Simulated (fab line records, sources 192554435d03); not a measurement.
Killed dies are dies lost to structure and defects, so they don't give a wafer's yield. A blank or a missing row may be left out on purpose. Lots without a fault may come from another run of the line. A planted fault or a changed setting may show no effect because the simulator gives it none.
One fault seen from 3 desks | flow n5_finfet | each desk has only its own numbers; what lay behind them comes last
Where a reading is given only as a bound, like >300, the bound stands for it, and a mean or a difference that rests on one is marked > or <: the true number lies beyond.

THE DEFECT DESK
What the inspections along the route counted, lot by lot: means of the sampled wafers that have a number. A lot is out of limits, marked OUT, if its mean lies more than 4 standard deviations from the usual mean; the brackets give that distance.
Columns: A = raw_defect_count at N5_HKMG_FIN_INSPECT_14, usual 2.2
lot  | first seen here | A
L842 | day 4 19:59     | >101 (>+62) OUT
L846 | day 5 19:23     | 3.3
L847 | day 6 05:29     | >102 (>+62) OUT
L860 | day 9 09:56     | 1.0
This desk's finding: out of limits on L842, L847; first on L842, day 4 19:59 (raw_defect_count at N5_HKMG_FIN_INSPECT_14). In limits: L846, L860.

THE TOOL OWNER'S DESK: rie_diel-03
The tool's own readings at N5_HKMG_FIN_STRIP_93 (strips SOC in N2/H2, time 20 s): means of the sampled wafers that have a number, for each lot that ran on this tool. A lot is out of limits, marked OUT, if its mean lies more than 4 standard deviations from the usual mean; the brackets give that distance.
Columns: A = drypump_motor_current_A at N5_HKMG_FIN_STRIP_93, usual 5.6 A; B = oes_product_au at N5_HKMG_FIN_STRIP_93, usual 0.82 a.u.; C = rf_vpp_V at N5_HKMG_FIN_STRIP_93, usual 54.1 V; D = showerhead_plenum_p_Torr at N5_HKMG_FIN_STRIP_93, usual 3.37 Torr; E = throttle_valve_pct at N5_HKMG_FIN_STRIP_93, usual 18.8 %
lot  | first seen here | A   | B    | C    | D    | E
L842 | day 4 17:18     | 5.7 | 0.83 | 54.0 | 3.39 | 18.6
L847 | day 6 02:52     | 5.7 | 0.82 | 54.2 | 3.38 | 18.6
L860 | day 9 07:19     | 5.8 | 0.80 | 53.3 | 3.29 | 18.8
This desk's finding: nothing out of limits on any of the 3 lots.

THE METROLOGY DESK
What the gauges read, lot by lot, whatever tool the lot ran on: means of the sampled wafers that have a number. A lot is out of limits, marked OUT, if its mean lies more than 4 standard deviations from the usual mean; the brackets give that distance. Of its 10 readings 7 are shown: those that lie furthest out on some lot.
Columns: A = IOFF_N at N5_BEOL_M4_RC_MEAS_101, usual 0.16 nA/um; B = IOFF_P at N5_BEOL_M4_RC_MEAS_101, usual 0.21 nA/um; C = ION_P at N5_BEOL_M4_RC_MEAS_101, usual 461 uA/um; D = SS_N at N5_BEOL_M4_RC_MEAS_101, usual 71.4 mV/dec; E = SS_P at N5_BEOL_M4_RC_MEAS_101, usual 73.2 mV/dec; F = VT_N at N5_BEOL_M4_RC_MEAS_101, usual 250 mV; G = VT_P at N5_BEOL_M4_RC_MEAS_101, usual -251 mV
lot  | first seen here | A    | B    | C   | D    | E    | F   | G
L842 | day 9 15:49     | 0.12 | 0.20 | 464 | 71.2 | 72.5 | 254 | -249
L846 | day 10 19:51    | 0.18 | 0.24 | 467 | 70.9 | 73.6 | 245 | -248
L847 | day 11 00:51    | 0.16 | 0.20 | 456 | 72.0 | 73.2 | 250 | -252
L860 | day 14 21:46    | 0.17 | 0.24 | 472 | 71.3 | 73.0 | 248 | -246
This desk's finding: nothing out of limits on any of the 4 lots.

PUT TOGETHER
The defect desk could have raised an alarm at day 4 19:59, on L842, L847.
The tool owner's desk saw nothing out of limits.
The metrology desk saw nothing out of limits.
The tool owner's desk has L842, L847 on record, within its limits.
The metrology desk has L842, L847 on record, within its limits.
Of the lots named, all ran N5_HKMG_FIN_STRIP_93 on rie_diel-03.

WHAT THE SIMULATOR HAD PUT IN
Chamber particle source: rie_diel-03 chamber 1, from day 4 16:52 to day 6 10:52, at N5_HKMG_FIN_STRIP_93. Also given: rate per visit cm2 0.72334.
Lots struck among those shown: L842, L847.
Hours from the fault's start to each desk's first reading out of limits: the defect desk, 3.
